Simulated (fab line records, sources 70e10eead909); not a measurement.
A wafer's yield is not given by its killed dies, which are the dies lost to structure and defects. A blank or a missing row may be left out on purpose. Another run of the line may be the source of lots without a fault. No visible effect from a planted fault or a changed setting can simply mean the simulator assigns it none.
Matching of chambers -- flow nandHarc -- rieDiel-09 running NHARC_A_M1_ETCH_28: 4 sister chambers
The step etches the open film in CF4/N2, target depth 30 nm, time 72.99 s. 4 wafers are shown with their chamber, then 7 later ones without.

== WAFERS WITH THEIR CHAMBER ==
wafer,chamber,drypumpMotorCurrentA (A)
L384.4,2,5.1
L382.2,1,5.4
L383.4,3,6.3
L383.5,0,5.7

== WAFERS MISSING THEIR CHAMBER ==
wafer,drypumpMotorCurrentA (A)
L383.6,6.2
L385.4,6.3
L385.5,5.4
L385.6,5.1
L386.3,5.4
L386.4,5.7
L386.5,5.4

== THE CHAMBER EACH PASSED THROUGH ==
wafer,from the rows above,in truth
L383.6,3,3
L385.4,3,3
L385.5,1,1
L385.6,2,2
L386.3,1,1
L386.4,0,0
L386.5,1,1
7 of 7 placed correctly. From these rows, 0 cannot be placed. Placed wrongly: 0.
How it was worked out, from the rows above alone: a wafer's distance from a chamber is the root of the sum, over the readings, of the square of ((its reading less the chamber's mean) divided by the reading's scatter). If the next closest chamber is less than 2 further off than the closest, the wafer can't be placed; otherwise it belongs to the closest. For every chamber, the mean is computed from those of its wafers that are shown. The scatter: root of mean squared gap, hidden wafer to nearest shown wafer, with one shown wafer a chamber.
